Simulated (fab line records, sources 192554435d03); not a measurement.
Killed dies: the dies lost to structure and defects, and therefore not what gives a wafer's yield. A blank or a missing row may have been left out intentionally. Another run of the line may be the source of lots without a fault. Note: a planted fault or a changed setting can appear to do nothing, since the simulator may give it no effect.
A struck lot beside a sound one | flow n5 finfet | 34 out of 1938 route steps
Sound: wafers L722.3, L722.4, L722.5. Struck: wafers L728.1, L728.2, L728.4. Last of all comes the cause.
For every step that has rows: the tool of each side, followed by ch and its chambers, followed by its first start. Under that, the readings that differ: sound wafers | struck wafers | difference of the means | sigmas: that difference in standard deviations of wafers without a fault.
alike: words and numbers the same on both sides, and readings whose means are apart by under 2 such deviations; not compared: readings that were withheld, readings missing a value for some wafer, numbers with overlapping values and no deviation given by the record, and bounds like >300 which may hide the same value.
Wherever a step has rows on one side only, a row that says differs or no value, or a row with sigmas, the two part there. Numbers that don't overlap but have no deviation are shown without sigmas and don't part them. Lack of a reading on every wafer of one side parts them only where that side has two or more wafers.

first, 9 steps without rows for these wafers: N5_BEOL_M10_DESCUM_33 (chemistry O2, time 7.9 s); N5_BEOL_M10_ETCH_65 (etches SiARC in CF4, target depth 39 nm, time 65 s); N5_BEOL_M10_ETCH_66 (etches SOC in N2/H2, target depth 120 nm, overetch 24 nm, time 180 s); N5_BEOL_M10_STRIP_69 (strips in N2/H2); N5_BEOL_M10_VIA_ETCH_34 (etches SiCOH lowk in C4F6/O2, target depth 184.5 nm, time 69.2 s); N5_BEOL_M10_STRIP_73 (strips in C4F6/O2); N5_BEOL_M10_STRIP_36 (strips in N2/H2); N5_BEOL_M10_TRENCH_ETCH_37 (etches SiCOH lowk in C4F6/O2, target depth 148.83 nm, time 48 s); N5_BEOL_M10_ETCH_41 (etches SiCN in CH3F/O2, target depth 42.6 nm, time 86 s).
N5_BEOL_M10_STRIP_77: strips in N2/H2, time 10 s.
  sound on rie diel-06 ch 2,3, day 11 20:31; struck on rie diel-06 ch 0,3, day 13 06:48
  alike: drypump motor current A, n2 flow sccm, oes product au, rf vpp V, showerhead plenum p Torr, throttle valve pct
  not compared: rf hours counter h
then, 23 steps without rows for these wafers: N5_BEOL_M10_HM_STRIP_39 (strips TiN in peroxide tin strip, target depth 25 nm, time 158 s); N5_BEOL_M10_SRD_40 (time 30 s); N5_BEOL_M10_PRECLEAN_42 (cleans in residue remover, time 60 s); N5_BEOL_M10_SRD_43 (time 30 s); N5_BEOL_M10_CURE_72 (cures SiCOH lowk, time 120 s); N5_BEOL_M10_DEGAS_44 (time 60 s); N5_BEOL_M10_PRE_CLEAN_45 (time 30 s); N5_BEOL_M10_ALD_74 (deposits TaN, target thk 2 nm, pulse time 2 s, purge time 3 s); N5_BEOL_M10_SURFACE_TREAT_76; N5_BEOL_M10_CVD_75 (deposits Co from CCTBA/H2, target thk 2 nm, time 138.9 s); N5_BEOL_M10_SPUTTER_48 (material Cu, target thk 12 nm, time 2 s); N5_BEOL_M10_ECD_50 (material Cu, target thk 318 nm); N5_BEOL_M10_ANNEAL_51 (time 90 s); N5_BEOL_M10_CMP_52 (polishes, stops on SiCOH lowk, t overpolish 7 s, target thk 140 nm); N5_BEOL_M10_PRE_CLEAN_55 (time 15 s); N5_BEOL_M10_DEP_56 (deposits SiCN from 3MS/NH3, target thk 15 nm, time 26.5 s); N5_BEOL_M11_ILD_DEP_00 (deposits SiCOH lowk from DEMS/porogen, target thk 308.51 nm, time 58 s); N5_BEOL_M11_CURE_71 (cures SiCOH lowk, time 240 s); N5_BEOL_M11_PECVD_70 (deposits SiO2 from TEOS/O2, target thk 20 nm, time 22.7 s); N5_BEOL_M11_HM_DEP_02 (deposits TiN, target thk 20 nm); N5_BEOL_M11_COAT_59 (time 60 s, resist thk 100 nm); N5_BEOL_M11_COAT_60 (time 60 s, resist thk 30 nm); N5_BEOL_M11_COAT_05 (resist thk 90 nm).
N5_PASSIVATION_PROBE_49:
  sound on prober-01, day 14 02:08; struck on prober-02, day 15 06:44
  reading                  | sound          | struck         | difference | sigmas
  defect limited yield (%) | 95.5 91.9 94.0 | 83.1 81.2 84.7 | -10.8      | -8
  killed_at_M4_up          | 12 11 10       | 119 111 114    | +104       | +21
  killed dies              | 53 96 71       | 199 222 181    | +127       | +8
  killed on rim            | 7 11 9         | 26 27 28       | +18        | +4
  sort_bin_5_function (%)  | 2.6 5.1 3.1    | 10.3 10.8 9.4  | +6.6       | +7
  sort_bin_6_memory (%)    | 1.9 2.8 2.8    | 3.6 4.9 3.0    | +1.3       | +2
  sort n pass              | 1127 1084 1109 | 981 958 999    | -127       | -8
  sort yield pct (%)       | 95.5 91.9 94.0 | 83.1 81.2 84.7 | -10.8      | -8
  alike: killed_at_M0_to_M3, killed at contacts, killed at front end, killed at other, killed open, killed short

== WHERE THEY PART ==
Only at N5_PASSIVATION_PROBE_49, within this record.

WHY: what the simulator had put in
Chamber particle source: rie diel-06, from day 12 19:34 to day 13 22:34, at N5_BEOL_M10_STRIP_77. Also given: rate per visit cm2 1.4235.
